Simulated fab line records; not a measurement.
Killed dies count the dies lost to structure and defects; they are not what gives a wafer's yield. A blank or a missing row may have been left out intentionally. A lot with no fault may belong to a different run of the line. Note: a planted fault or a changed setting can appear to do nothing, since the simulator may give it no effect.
fab line records | flow nandHarc
[record] lots = 5 | wafers = 15 | lastDay = 33
route steps=1302 shown A_CHANNEL_FILL_D1@500 END@1302
lots untouched by any fault: they come from a run of this same line in which no faults occurred
startH: start of the lot's first displayed wafer, in hours after the record's first day | waitH: time in hours since the lot's previous step | " as in the row above | L1.1+2: a row that stands for several wafers | - no value, or no start was given | * or withheld: withheld | < > ~ a bound
route shown NAME@n: a module of which the file shows steps, and the number in the route of the first | usual: mean/standard deviation taken from wafers without a fault | same: alike in all rows | chamber/n: place in a boat | sites: per-site readings | _std_site: the standard deviation of these | _edge_site: mean of outer sites minus mean of inner sites | radiusMm: how far each site lies from the wafer's centre | mask NAME#n: copy n | behind: the most recent tool/chamber to have shaped the wafer | hold: why the lot was held/for how many hours/how that ended | device: the transistor (n, p or np) that didn't switch | end of line: the tests these same wafers got at the end of their route | for a step that has no rows: nothing shown but its recipe | killed: the dies lost at the first sort to structure and to defects; this is not the yield of the wafer | map: shows each die of a wafer: x if killed, . if not, _ if none is there
set.NAME: setting as actually run; set.NAME@STEP: the setting as run at that earlier step | model.NAME: the simulator's own value behind a step, which no gauge read
certain route steps with their lots: each step a table, each wafer a row
services: from which hour (startH, from the record's first day; less than 0 if before it) a tool's chamber was out of use, for how many hours, and why
[[steps]]
[step NHARC_A_CHANNEL_FILL_D1_ETCHBACK_20]
[recipe] targetDepthA = 270 | timeS = 13.5 | c4f8FlowSccm = withheld | o2FlowSccm = 8 | arFlowSccm = withheld | rfW = 600 | biasW = 1500 | chemistry = C4F8/O2/Ar
[usual] oesProductAu = 0.96/0.035 | rfVppV = 978/4.9
lot.wafer | tool       | chamber | startH | waitH | oesProductAu | rfHoursCounterH | rfVppV
L657.2    | rieDiel-02 | 1       | 214.64 | -     | 0.92         | 10              | 981
L657.4    | "          | 0       | "      | "     | 0.92         | 10              | 974
L657.6    | "          | 2       | "      | "     | 0.92         | -               | 970
L661.1    | rieDiel-02 | 3       | 252.98 | -     | 0.92         | 2               | 979
L661.3    | "          | 0       | "      | "     | 0.93         | 2               | 975
L661.5    | "          | 3       | "      | "     | 0.93         | -               | 979
L663.3    | rieDiel-11 | 0       | 279.35 | -     | 1.00         | 1               | 981
L663.2    | "          | 1       | "      | "     | 1.00         | 1               | 974
L663.1    | "          | 2       | "      | "     | 0.99         | 1               | 975
L677.1    | rieDiel-11 | 2       | 415.58 | -     | 0.99         | 8               | 972
L677.2    | "          | 0       | "      | "     | 0.98         | 9               | 982
L677.5    | "          | 1       | "      | "     | 0.98         | -               | 975
L680.4    | rieDiel-07 | 0       | 439.87 | -     | 0.94         | 8               | 987
L680.1    | "          | 2       | "      | "     | 0.93         | 6               | 973
L680.6    | "          | 0       | "      | "     | 0.94         | -               | 987
[step NHARC_A_CHANNEL_FILL_D1_STRIP_28]
[recipe] timeS = 20 | o2FlowSccm = 500 | arFlowSccm = 0 | biasW = 0 | chemistry = O2
[usual] drypumpMotorCurrentA = 5.7/0.45 | o2FlowSccm = 499.9/1.5 | oesProductAu = 1.000/0.0085 | rfVppV = 57.8/0.91 | showerheadPlenumPTorr = 3.52/0.12 | throttleValvePct = 17.037/0.01
lot.wafer | tool       | chamber | startH | waitH | drypumpMotorCurrentA | o2FlowSccm | oesProductAu | rfHoursCounterH | rfVppV | showerheadPlenumPTorr | throttleValvePct
L657.4    | rieDiel-02 | 2       | 214.73 | 0.1   | 5.0                  | 498.1      | 1.003        | 11              | 58.2   | 3.32                  | 17.035
L657.2    | "          | 3       | "      | "     | 5.8                  | 500.3      | 0.992        | 11              | 56.8   | 3.56                  | 17.036
L657.6    | "          | 1       | "      | "     | 5.6                  | 497.9      | 0.996        | -               | 57.8   | 3.61                  | 17.022
L661.1    | rieDiel-02 | 0       | 253.06 | 0.1   | 5.8                  | 503.0      | 0.997        | 2               | 56.4   | 3.43                  | 17.039
L661.3    | "          | 1       | "      | "     | 5.7                  | 498.7      | 0.985        | 2               | 56.8   | 3.61                  | 17.034
L661.5    | "          | 3       | "      | "     | 5.8                  | 500.0      | 0.990        | -               | 57.4   | 3.56                  | 17.043
L663.2    | rieDiel-11 | 3       | 279.43 | 0.1   | 5.6                  | 501.3      | 0.986        | 1               | 58.2   | 3.63                  | 17.034
L663.1    | "          | 1       | "      | "     | 5.8                  | 498.7      | 1.004        | 1               | 58.1   | 3.44                  | 17.042
L663.3    | "          | 2       | "      | "     | 6.6                  | 500.0      | 0.991        | 1               | 58.6   | 3.43                  | 17.058
L677.2    | rieDiel-11 | 0       | 415.67 | 0.1   | 5.1                  | 499.9      | 1.007        | 9               | 58.4   | 3.61                  | 17.037
L677.1    | "          | 1       | "      | "     | 5.8                  | 499.1      | 1.004        | 9               | 57.6   | 3.43                  | 17.015
L677.5    | "          | 2       | "      | "     | 6.6                  | 502.1      | 0.986        | -               | 56.4   | 3.43                  | 17.050
L680.4    | rieDiel-07 | 1       | 439.96 | 0.1   | 5.6                  | 499.6      | 1.006        | 7               | 57.1   | 3.50                  | 17.032
L680.1    | "          | 0       | "      | "     | 6.7                  | 495.8      | 1.009        | 8               | 59.2   | 3.75                  | 17.025
L680.6    | "          | 2       | "      | "     | 5.8                  | 501.4      | 1.004        | -               | 59.0   | 3.43                  | 17.037
[step NHARC_A_CHANNEL_FILL_D1_PRECLEAN_21]
[recipe] timeS = 30 | chemistry = dHF
[step NHARC_A_CHANNEL_FILL_D1_SRD_23]
[step NHARC_A_CHANNEL_FILL_D1_CVD_05]
[recipe] targetThkA = 50 | tempC = 550 | material = poly-Si
[step NHARC_A_CHANNEL_FILL_D1_ANNEAL_22]
[recipe] tempC = 620 | timeS = 7200
[step NHARC_A_CHANNEL_FILL_D1_ALD_25]
[recipe] targetThkA = 600 | pulseTimeS = 10 | aldCycles = 600 | tempC = 300 | material = SiOx
[usual] heaterPowerW = 474/53 | precursorPulseHeightRel = 1.001/0.021
[same] aldCycles = 600
lot.wafer | tool     | chamber | startH | waitH | heaterPowerW | precursorPulseHeightRel | sinceWetCleanH
L657.2    | aldHk-03 | 1       | 226.67 | 0.2   | 526          | 0.936                   | 3
L657.4    | "        | 2       | "      | "     | 447          | 0.994                   | 4
L657.6    | "        | 1       | 229.12 | 2.7   | 536          | 0.988                   | -
L661.3    | aldHk-02 | 3       | 266.01 | 1.3   | 490          | 0.977                   | 87
L661.1    | "        | 0       | "      | "     | 444          | 0.984                   | 88
L661.5    | "        | 1       | "      | "     | 461          | 1.026                   | -
L663.3    | aldHk-03 | 0       | 292.64 | 1.4   | 403          | 1.027                   | 69
L663.1    | "        | 2       | 293.89 | 2.6   | 425          | 1.027                   | 71
L663.2    | "        | 3       | "      | "     | 407          | 1.000                   | 71
L677.2    | aldHk-02 | 2       | 427.52 | 0.1   | 588          | 1.037                   | 71
L677.1    | "        | 0       | 428.76 | 1.3   | 447          | 1.022                   | 72
L677.5    | "        | 3       | 430.62 | 3.2   | 482          | 0.981                   | -
L680.4    | aldHk-02 | 0       | 451.65 | 0.0   | 453          | 1.021                   | 95
L680.1    | "        | 1       | "      | "     | 465          | 0.993                   | 95
L680.6    | "        | 1       | 454.72 | 3.1   | 465          | 1.008                   | -
[step NHARC_A_CHANNEL_FILL_D1_ETCHBACK_08]
[recipe] targetDepthA = 2200 | timeS = 110 | c4f8FlowSccm = 20 | arFlowSccm = withheld | rfW = 600 | biasW = 300 | chemistry = C4F8
[usual] oesProductAu = 0.97/0.036 | rfVppV = 440.4/2.2
lot.wafer | tool       | chamber | startH | waitH | oesProductAu | rfHoursCounterH | rfVppV
L657.4    | rieDiel-02 | 3       | -      | -     | 0.99         | 0.4             | 440.4
L657.2    | "          | 2       | "      | "     | 0.99         | 0.2             | 436.6
L657.6    | "          | 0       | "      | "     | 0.99         | -               | 438.6
L661.1    | rieDiel-11 | 2       | -      | -     | 1.01         | 0.1             | 440.0
L661.3    | "          | 0       | "      | "     | 1.00         | 0.2             | 442.3
L661.5    | "          | 1       | "      | "     | 1.01         | -               | 438.3
L663.2    | rieDiel-11 | 1       | -      | -     | 0.94         | 1.5             | 438.6
L663.3    | "          | 2       | "      | "     | 0.92         | 1.5             | 439.2
L663.1    | "          | 3       | "      | "     | 0.93         | 1.9             | 442.4
L677.1    | rieDiel-02 | 3       | -      | -     | 0.97         | 1.4             | 441.3
L677.2    | "          | 0       | "      | "     | 0.99         | 2.8             | 438.5
L677.5    | "          | 2       | "      | "     | 0.96         | -               | 438.3
L680.1    | rieDiel-07 | 2       | -      | -     | 0.94         | 6.7             | 437.7
L680.4    | "          | 2       | "      | "     | 0.94         | -               | 438.4
L680.6    | "          | 1       | "      | "     | 0.93         | -               | 441.4
[step NHARC_A_CHANNEL_FILL_D1_STRIP_29]
[recipe] timeS = 20 | o2FlowSccm = 500 | arFlowSccm = 0 | biasW = 0 | chemistry = O2
[usual] drypumpMotorCurrentA = 5.7/0.48 | o2FlowSccm = 499.9/1.4 | oesProductAu = 1.001/0.008 | rfVppV = 57.9/0.84 | showerheadPlenumPTorr = 3.52/0.12 | throttleValvePct = 17.036/0.0087
lot.wafer | tool       | chamber | startH | waitH | drypumpMotorCurrentA | o2FlowSccm | oesProductAu | rfHoursCounterH | rfVppV | showerheadPlenumPTorr | throttleValvePct
L657.2    | rieDiel-02 | 3       | -      | -     | 5.8                  | 497.6      | 0.998        | 0.5             | 57.1   | 3.56                  | 17.040
L657.4    | "          | 1       | "      | "     | 5.7                  | 498.4      | 0.997        | 0.3             | 58.5   | 3.61                  | 17.044
L657.6    | "          | 3       | "      | "     | 5.7                  | 499.2      | 0.990        | -               | 58.5   | 3.56                  | 17.025
L661.3    | rieDiel-11 | 3       | -      | -     | 5.6                  | 501.5      | 0.990        | 0.3             | 56.9   | 3.63                  | 17.047
L661.1    | "          | 0       | "      | "     | 5.1                  | 500.0      | 1.008        | 0.3             | 59.5   | 3.62                  | 17.039
L661.5    | "          | 2       | "      | "     | 6.6                  | 499.3      | 0.999        | -               | 57.3   | 3.43                  | 17.030
L663.3    | rieDiel-11 | 0       | -      | -     | 5.1                  | 499.7      | 1.008        | 1.9             | 59.7   | 3.62                  | 17.035
L663.1    | "          | 1       | "      | "     | 5.8                  | 501.8      | 1.000        | 1.5             | 58.2   | 3.44                  | 17.039
L663.2    | "          | 2       | "      | "     | 6.6                  | 498.8      | 0.993        | 1.5             | 58.0   | 3.43                  | 17.044
L677.2    | rieDiel-02 | 2       | -      | -     | 5.0                  | 500.8      | 1.004        | 2.7             | 58.6   | 3.31                  | 17.028
L677.1    | "          | 3       | "      | "     | 5.8                  | 501.6      | 1.008        | 1.5             | 56.9   | 3.55                  | 17.031
L677.5    | "          | 3       | "      | "     | 5.8                  | 500.7      | 0.988        | -               | 58.0   | 3.55                  | 17.035
L680.1    | rieDiel-07 | 0       | 457.36 | 0.2   | 6.7                  | 502.4      | 1.003        | 9.2             | 57.9   | 3.74                  | 17.039
L680.6    | "          | 2       | "      | "     | 5.7                  | 502.6      | 1.002        | -               | 56.0   | 3.42                  | 17.034
L680.4    | "          | 0       | "      | "     | 6.7                  | 500.5      | 1.000        | -               | 58.5   | 3.74                  | 17.028
[step NHARC_A_CHANNEL_FILL_D1_PRECLEAN_30]
[recipe] timeS = 30 | chemistry = dHF
[step NHARC_A_CHANNEL_FILL_D1_SRD_31]
[step NHARC_A_CHANNEL_FILL_D1_CVD_09]
[recipe] targetThkA = 1500 | tempC = 620 | pressureMtorr = 200 | timeS = 3000 | material = poly-Si
[usual] spikeTcBottomC = 638.5/3 | spikeTcCentreC = 619.9/1.1 | spikeTcLowerC = 620.4/1.2 | spikeTcTopC = 642.7/1.7 | spikeTcUpperC = 619.6/1.2 | tubeCenterTempC = 619.99/0.06
lot.wafer | tool         | chamber | startH | waitH | spikeTcBottomC | spikeTcCentreC | spikeTcLowerC | spikeTcTopC | spikeTcUpperC | tubeCenterTempC
L657.2    | lpcvdPoly-03 | 0       | 235.22 | 2.8   | 635.7          | 619.9          | 622.2         | 642.8       | 620.2         | 620.07
L657.4    | "            | 0       | "      | "     | 634.4          | 619.7          | 621.6         | 642.4       | 620.2         | 619.94
L657.6    | "            | 0       | "      | "     | 635.3          | 618.8          | 619.5         | 642.4       | 618.0         | 620
L661.1    | lpcvdPoly-02 | 0       | 273.05 | 2.4   | 658.7          | 634.7          | 637.7         | 657.8       | 639.5         | 636.33
L661.3    | "            | 0       | "      | "     | 656.8          | 634.1          | 636.5         | 659.0       | 636.5         | 636.39
L661.5    | "            | 0       | "      | "     | 657.4          | 638.3          | 635.9         | 659.4       | 636.2         | 636.43
L663.1    | lpcvdPoly-01 | 0       | 300.79 | 2.3   | 639.6          | 618.7          | 620.4         | 641.5       | 618.6         | 620.05
L663.2    | "            | 0       | "      | "     | 641.2          | 619.6          | 618.4         | 639.2       | 618.3         | 620.04
L663.3    | "            | 0       | "      | "     | 639.4          | 621.1          | 619.4         | 643.3       | 620.2         | 620.13
L677.1    | lpcvdPoly-02 | 0       | 435.83 | 2.4   | 640.3          | 620.2          | 619.6         | 643.5       | 619.3         | 619.95
L677.2    | "            | 0       | "      | "     | 641.3          | 619.1          | 619.7         | 642.4       | 619.2         | 620
L677.5    | "            | 0       | "      | "     | 640.9          | 619.3          | 623.0         | 642.5       | 621.5         | 620.03
L680.1    | lpcvdPoly-03 | 0       | 459.83 | 2.3   | 634.7          | 620.3          | 620.9         | 644.2       | 620.6         | 619.99
L680.4    | "            | 0       | "      | "     | 636.0          | 621.7          | 620.1         | 643.0       | 619.2         | 619.98
L680.6    | "            | 0       | "      | "     | 636.2          | 621.3          | 620.2         | 643.1       | 619.4         | 620.02
[step NHARC_A_CHANNEL_FILL_D1_CMP_10]
[recipe] targetThkNm = 150
[usual] motorCurrentA = 12.4/0.84 | padLifeWafers = 166/100 | timeToEndpointS = 15.0/2.2
lot.wafer | tool   | chamber | startH | waitH | motorCurrentA | padLifeWafers | timeToEndpointS
L657.2    | cmp-03 | 2       | 238.48 | 0.4   | 12.4          | 230           | 17.8
L657.4    | "      | 3       | "      | "     | 12.3          | 231           | 17.1
L657.6    | "      | 1       | "      | "     | 12.3          | -             | 15.8
L661.3    | cmp-03 | 0       | 276.25 | 0.4   | 12.2          | 7             | 20.6
L661.1    | "      | 1       | "      | "     | 12.6          | 8             | 24.6
L661.5    | "      | 0       | "      | "     | 12.8          | -             | 20.9
L663.2    | cmp-02 | 2       | 303.98 | 0.4   | 12.8          | 282           | 12.9
L663.1    | "      | 3       | "      | "     | 11.6          | 283           | 14.4
L663.3    | "      | 0       | "      | "     | 12.7          | 284           | 13.9
L677.2    | cmp-02 | 1       | 439.09 | 0.4   | 13.6          | 326           | 16.9
L677.1    | "      | 2       | "      | "     | 12.4          | 327           | 12.4
L677.5    | "      | 3       | "      | "     | 11.1          | -             | 14.3
L680.1    | cmp-02 | 3       | 463.05 | 0.4   | 11.0          | 72            | 17.3
L680.4    | "      | 2       | "      | "     | 12.1          | 75            | 15.4
L680.6    | "      | 0       | "      | "     | 13.2          | -             | 14.8
[step NHARC_END_SORT_01]
[recipe] tempC = 25
[usual] killedAtArray = 57/24 | killedAtOther = 0.7/0.94 | killedAtPeriphery = 3.8/2.5 | killedDies = 62/23 | killedOpen = 3.1/1.8 | killedShort = 2.5/1.6
[same] grossDies = 677
lot.wafer | tool      | chamber | startH | waitH | killedAtArray | killedAtOther | killedAtPeriphery | killedDies | killedOpen | killedShort
L657.2    | prober-01 | 0       | 580.90 | 2.8   | 23            | 1             | 3                 | 27         | 3          | 1
L657.4    | prober-01 | 0       | 582.52 | 3.4   | 25            | 2             | 3                 | 30         | 7          | 3
L657.6    | prober-01 | 0       | 584.13 | 4.0   | 21            | 2             | 2                 | 25         | 2          | 0
L661.1    | prober-02 | 0       | 603.49 | 2.5   | 77            | 2             | 4                 | 83         | 4          | 4
L661.3    | prober-02 | 0       | 605.05 | 3.1   | 84            | 3             | 8                 | 95         | 5          | 1
L661.5    | prober-02 | 0       | 606.61 | 3.6   | 76            | 1             | 3                 | 80         | 5          | 0
L663.1    | prober-01 | 0       | 627.33 | 2.5   | 100           | 0             | 6                 | 106        | 3          | 3
L663.2    | prober-01 | 0       | 628.14 | 2.8   | 118           | 0             | 5                 | 123        | 0          | 2
L663.3    | prober-01 | 0       | 628.94 | 3.1   | 106           | 0             | 2                 | 108        | 0          | 3
L677.1    | prober-01 | 0       | 765.22 | 2.5   | 57            | 2             | 0                 | 59         | 2          | 2
L677.2    | prober-01 | 0       | 766.01 | 2.8   | 60            | 0             | 4                 | 64         | 3          | 2
L677.5    | prober-01 | 0       | 768.40 | 3.7   | 79            | 1             | 1                 | 81         | 1          | 1
// killed by level:class
L657.2 A_CHANNEL_HOLE_D2:chamberFilmFlake=5 A_STAIRCASE:chamberFilmFlake=5 A_CONTACT:chamberFilmFlake=5 A_ONON_D2:geometricParticle:open=2 P_ZERO_WELL:chamberFilmFlake=2 A_ONON_D1:geometricParticle:open=1 A_DECK1_JOINT:geometricParticle:short=1 P_GATE:chamberFilmFlake=1
L657.4 A_CHANNEL_HOLE_D2:chamberFilmFlake=7 A_STAIRCASE:chamberFilmFlake=7 A_M1:geometricParticle:open=2 P_ZERO_WELL:chamberFilmFlake=2 A_CONTACT:chamberFilmFlake=2 P_M0:geometricParticle:short=1 A_SOURCE_PLATE:geometricParticle:open=1 A_ONON_D1:geometricParticle:open=1
L657.6 A_CHANNEL_HOLE_D2:chamberFilmFlake=8 A_STAIRCASE:chamberFilmFlake=7 THIN_TSV:chamberFilmFlake=2 A_CONTACT:chamberFilmFlake=2 A_ONON_D1:geometricParticle:open=1 A_WL_FILL:geometricParticle:open=1 P_ZERO_WELL:chamberFilmFlake=1 P_GATE:chamberFilmFlake=1
L661.1 A_SLIT:chamberFilmFlake=38 A_CHANNEL_HOLE_D2:chamberFilmFlake=29 A_CHANNEL_FILL_D2:geometricParticle:short=2 A_CHANNEL_FILL_D1:chamberFilmFlake=2 THIN_TSV:chamberFilmFlake=2 P_GATE:geometricParticle:short=1 P_M1:geometricParticle:short=1 P_M2:geometricParticle:open=1
L661.3 A_SLIT:chamberFilmFlake=37 A_CHANNEL_HOLE_D2:chamberFilmFlake=36 P_STI:chamberFilmFlake=3 P_GATE:chamberFilmFlake=3 A_CHANNEL_HOLE_D1:chamberFilmFlake=2 A_BONDPAD:chamberFilmFlake=2 THIN_TSV:chamberFilmFlake=2 P_M0:geometricParticle:open=1
L661.5 A_CHANNEL_HOLE_D2:chamberFilmFlake=36 A_SLIT:chamberFilmFlake=32 A_CHANNEL_FILL_D1:geometricParticle:open=3 A_STAIRCASE:chamberFilmFlake=3 P_ZERO_WELL:chamberFilmFlake=2 P_CONTACT:geometricParticle:open=1 A_WL_FILL:geometricParticle:open=1 A_CHANNEL_FILL_D1:chamberFilmFlake=1
L663.1 A_CHANNEL_HOLE_D1:chamberFilmFlake=36 A_CHANNEL_HOLE_D2:chamberFilmFlake=26 A_SLIT:chamberFilmFlake=25 A_BLC:chamberFilmFlake=6 P_CONTACT:chamberFilmFlake=2 P_STI:geometricParticle:short=1 P_CONTACT:geometricParticle:open=1 A_SOURCE_PLATE:geometricParticle:short=1
L663.2 A_CHANNEL_HOLE_D2:chamberFilmFlake=41 A_SLIT:chamberFilmFlake=36 A_CHANNEL_HOLE_D1:chamberFilmFlake=34 P_CONTACT:chamberFilmFlake=4 A_BLC:chamberFilmFlake=2 A_CHANNEL_FILL_D2:geometricParticle:short=1 A_WL_FILL:geometricParticle:short=1 P_ZERO_WELL:chamberFilmFlake=1
L663.3 A_CHANNEL_HOLE_D2:chamberFilmFlake=34 A_SLIT:chamberFilmFlake=32 A_CHANNEL_HOLE_D1:chamberFilmFlake=31 A_WL_FILL:geometricParticle:short=3 P_ZERO_WELL:chamberFilmFlake=1 P_CONTACT:chamberFilmFlake=1 A_DECK1_JOINT:chamberFilmFlake=1 A_STAIRCASE:chamberFilmFlake=1
L677.1 A_SLIT:chamberFilmFlake=23 A_CHANNEL_HOLE_D2:chamberFilmFlake=18 A_CHANNEL_HOLE_D1:chamberFilmFlake=9 A_CHANNEL_FILL_D2:chamberFilmFlake=2 THIN_TSV:chamberFilmFlake=2 A_ONON_D2:geometricParticle:short=1 A_ONON_D2:geometricParticle:open=1 A_CHANNEL_HOLE_D2:geometricParticle:short=1
L677.2 A_CHANNEL_HOLE_D2:chamberFilmFlake=19 A_SLIT:chamberFilmFlake=17 A_CHANNEL_HOLE_D1:chamberFilmFlake=7 A_CHANNEL_FILL_D2:chamberFilmFlake=4 A_CONTACT:chamberFilmFlake=4 A_DECK1_JOINT:chamberFilmFlake=3 P_ZERO_WELL:chamberFilmFlake=2 A_WL_FILL:chamberFilmFlake=2
L677.5 A_CHANNEL_HOLE_D2:chamberFilmFlake=34 A_SLIT:chamberFilmFlake=28 A_CHANNEL_HOLE_D1:chamberFilmFlake=8 A_DECK1_JOINT:chamberFilmFlake=2 A_CHANNEL_FILL_D2:chamberFilmFlake=2 A_CHANNEL_FILL_D1:geometricParticle:open=1 A_WL_FILL:geometricParticle:short=1 P_GATE:chamberFilmFlake=1
[[services]]
tool       | chamber | startH | hours | kind
rieDiel-02 | -       | 216.70 | 9.0   | pm
rieDiel-02 | 0       | 229.65 | 1.4   | repair
cmp-02     | -       | 232.59 | 4.0   | pm
rieDiel-11 | -       | 255.50 | 9.0   | pm
cmp-02     | -       | 285.74 | 1.3   | repair
rieDiel-07 | -       | 294.20 | 9.0   | pm
rieDiel-11 | 3       | 300.40 | 63.1  | repair
rieDiel-07 | 1       | 305.46 | 2.6   | repair
rieDiel-02 | 1       | 320.88 | 7.8   | repair
aldHk-02   | -       | 325.75 | 1.9   | repair
rieDiel-11 | -       | 325.91 | 0.8   | repair
cmp-02     | -       | 326.53 | 19.9  | repair
rieDiel-11 | 0       | 331.02 | 4.8   | repair
rieDiel-11 | 0       | 345.53 | 2.0   | repair
rieDiel-07 | 2       | 359.81 | 1.6   | repair
rieDiel-07 | -       | 364.10 | 1.1   | repair
rieDiel-11 | 2       | 368.59 | 13.0  | repair
rieDiel-07 | 0       | 370.07 | 10.4  | repair
cmp-02     | -       | 372.75 | 2.1   | repair
rieDiel-02 | -       | 393.88 | 9.0   | pm
rieDiel-02 | 3       | 409.92 | 9.0   | repair
rieDiel-11 | -       | 432.50 | 9.0   | pm
rieDiel-02 | 3       | 440.11 | 72.5  | repair
rieDiel-07 | 3       | 455.74 | 5.0   | repair
[[key]]
[firstSign] step = NHARC_A_CHANNEL_FILL_D1_CVD_09 | reading = tubeCenterTempC | direction = up | sigmas = 99+ | usual = * | struck = *
[effect] step = NHARC_A_CHANNEL_FILL_D1_CVD_09 | reading = spikeTcCentreC | direction = up | sigmas = 15 | usual = 619.9 | struck = 635.7
[effect] step = NHARC_A_CHANNEL_FILL_D1_CMP_10 | reading = timeToEndpointS | direction = up | sigmas = 3.2 | usual = * | struck = *
metAt NHARC_A_CHANNEL_FILL_D1_CVD_09
struckWafers L661.1,L661.3,L661.5
testerLeftOut L661
[fault] kind = processParameterDrift | tool = lpcvdPoly-02 | chamber = - | onsetH = 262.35 | steps = NHARC_P_GATE_CVD_17,NHARC_A_SOURCE_PLATE_CVD_03,NHARC_A_CHANNEL_FILL_D1_CVD_18,NHARC_A_CHANNEL_FILL_D1_CVD_05,NHARC_A_CHANNEL_FILL_D1_CVD_09,NHARC_A_DECK1_JOINT_CVD_12,NHARC_A_CHANNEL_FILL_D2_CVD_18,NHARC_A_CHANNEL_FILL_D2_CVD_05,+2 | channel = tempC | offset = * | shape = step | endH = 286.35
// testerLeftOut: of these lots the tester's yield and bins aren't shown, on N5 and GAA mostly nor the transistor test; their killed dies are dies lost to structure and defects alone, not to doping, threshold or leakage, so they don't give the yield
